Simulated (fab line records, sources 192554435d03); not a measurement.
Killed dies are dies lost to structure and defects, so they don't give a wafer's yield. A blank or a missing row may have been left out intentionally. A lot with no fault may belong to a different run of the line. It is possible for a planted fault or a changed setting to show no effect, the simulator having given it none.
Matching of chambers / flow n5-finfet / N5_BEOL_M6_CMP_52 on cmp-01 has 4 sister chambers
The step polishes, stops on SiCOH lowk, t overpolish 6.9 s, target thk 80 nm. 14 wafers are shown with their chamber, then 6 later ones without.

== WAFERS, EACH WITH ITS CHAMBER ==
wafer=L826.1; chamber=2; motor-current-A (A)=5.5; time-to-endpoint-s (s)=55; slurry-flow-ml-min=150.0
wafer=L826.5; chamber=3; motor-current-A (A)=6.0; time-to-endpoint-s (s)=60; slurry-flow-ml-min=149.3
wafer=L826.6; chamber=0; motor-current-A (A)=6.1; time-to-endpoint-s (s)=57; slurry-flow-ml-min=150.5
wafer=L829.1; chamber=3; motor-current-A (A)=6.5; time-to-endpoint-s (s)=63; slurry-flow-ml-min=150.3
wafer=L832.6; chamber=3; motor-current-A (A)=6.0; time-to-endpoint-s (s)=62; slurry-flow-ml-min=150.2
wafer=L844.1; chamber=2; motor-current-A (A)=5.4; time-to-endpoint-s (s)=60; slurry-flow-ml-min=150.8
wafer=L844.2; chamber=1; motor-current-A (A)=5.1; time-to-endpoint-s (s)=68; slurry-flow-ml-min=150.2
wafer=L844.5; chamber=1; motor-current-A (A)=5.1; time-to-endpoint-s (s)=67; slurry-flow-ml-min=149.6
wafer=L845.3; chamber=1; motor-current-A (A)=5.4; time-to-endpoint-s (s)=70; slurry-flow-ml-min=149.8
wafer=L845.4; chamber=0; motor-current-A (A)=5.9; time-to-endpoint-s (s)=63; slurry-flow-ml-min=149.2
wafer=L845.6; chamber=3; motor-current-A (A)=6.3; time-to-endpoint-s (s)=65; slurry-flow-ml-min=149.4
wafer=L847.1; chamber=1; motor-current-A (A)=5.6; time-to-endpoint-s (s)=68; slurry-flow-ml-min=149.8
wafer=L847.4; chamber=3; motor-current-A (A)=6.5; time-to-endpoint-s (s)=64; slurry-flow-ml-min=150.1
wafer=L847.6; chamber=2; motor-current-A (A)=5.5; time-to-endpoint-s (s)=56; slurry-flow-ml-min=150.3

SIGNATURES, as means of the wafers listed above
reading=motor-current-A; chamber 0=6.000; chamber 1=5.300; chamber 2=5.467; chamber 3=6.260; scatter within a chamber=0.214
reading=time-to-endpoint-s; chamber 0=60.00; chamber 1=68.25; chamber 2=57.00; chamber 3=62.80; scatter within a chamber=2.27
reading=slurry-flow-ml-min; chamber 0=149.850; chamber 1=149.850; chamber 2=150.367; chamber 3=149.860; scatter within a chamber=0.475
Rule: a wafer's distance from a chamber is the root of the sum, over the readings, of the square of ((its reading less the chamber's mean) divided by the reading's scatter). The wafer belongs to the nearest chamber; if the next one is less than 2 further off, it can't be placed. The scatter: take each reading less its chamber's mean, square it, sum over the shown wafers, divide by the number of wafers less the number of chambers, and take the root.

== WAFERS WITH NO CHAMBER GIVEN ==
wafer=L848.2; motor-current-A (A)=6.4; time-to-endpoint-s (s)=63; slurry-flow-ml-min=149.7
wafer=L848.3; motor-current-A (A)=5.2; time-to-endpoint-s (s)=66; slurry-flow-ml-min=150.4
wafer=L848.4; motor-current-A (A)=5.3; time-to-endpoint-s (s)=61; slurry-flow-ml-min=149.4
wafer=L849.1; motor-current-A (A)=5.2; time-to-endpoint-s (s)=60; slurry-flow-ml-min=151.0
wafer=L849.3; motor-current-A (A)=5.0; time-to-endpoint-s (s)=67; slurry-flow-ml-min=150.0
wafer=L849.6; motor-current-A (A)=5.2; time-to-endpoint-s (s)=67; slurry-flow-ml-min=149.6

== THE CHAMBER EACH PASSED THROUGH ==
wafer=L848.2; from the rows above=can't be placed: 3 or 0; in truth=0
wafer=L848.3; from the rows above=1; in truth=1
wafer=L848.4; from the rows above=can't be placed: 2 or 1 or 0 or 3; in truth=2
wafer=L849.1; from the rows above=2; in truth=2
wafer=L849.3; from the rows above=1; in truth=1
wafer=L849.6; from the rows above=1; in truth=1
Correct placement for 4 of the 6. Not placeable from these rows: 2 (in 2, the candidates include the true chamber). 0 placed wrongly.
